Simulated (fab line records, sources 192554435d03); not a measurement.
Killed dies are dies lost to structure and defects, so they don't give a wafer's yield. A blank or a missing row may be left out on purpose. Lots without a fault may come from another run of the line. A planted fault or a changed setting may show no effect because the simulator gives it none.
Chamber matching | flow n5_finfet | N5_BEOL_M12_ILD_DEP_00 on pecvd-04: 3 sister chambers
The step deposits SiOC from DEMS/O2, target thk 658.92 nm, time 130.7 s. 3 wafers are shown with their chamber, then 11 later ones without.

WAFERS WITH THEIR CHAMBER
wafer  | chamber | throttle_valve_pct (%)
L085.4 | 1       | 11.6
L087.3 | 0       | 12.8
L090.1 | 2       | 11.2

WAFERS WITHOUT THEIR CHAMBER
wafer  | throttle_valve_pct (%)
L090.5 | 11.5
L090.6 | 12.7
L089.1 | 11.4
L089.2 | 11.8
L089.3 | 12.5
L094.2 | 11.2
L094.5 | 11.2
L094.6 | 12.5
L097.1 | 11.6
L097.2 | 11.2
L097.6 | 12.6

WHICH CHAMBER EACH WENT THROUGH
wafer  | from the rows above     | in truth
L090.5 | can't be placed: 1 or 2 | 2
L090.6 | 0                       | 0
L089.1 | can't be placed: 1 or 2 | 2
L089.2 | 1                       | 1
L089.3 | 0                       | 0
L094.2 | 2                       | 2
L094.5 | 2                       | 2
L094.6 | 0                       | 0
L097.1 | 1                       | 1
L097.2 | 2                       | 2
L097.6 | 0                       | 0
Placed correctly: 9 of 11. Can't be placed from these rows: 2 (the true chamber is among the candidates in 2). Placed wrongly: 0.
How it was worked out, from the rows above alone: a wafer's distance from a chamber is the root of the sum, over the readings, of the square of ((its reading less the chamber's mean) divided by the reading's scatter). The wafer belongs to the nearest chamber; if the next one is less than 2 further off, it can't be placed. A chamber's mean is the mean of its shown wafers. The scatter: with one shown wafer a chamber, the root of the mean of the squares of how far each hidden wafer lies from its nearest shown one.
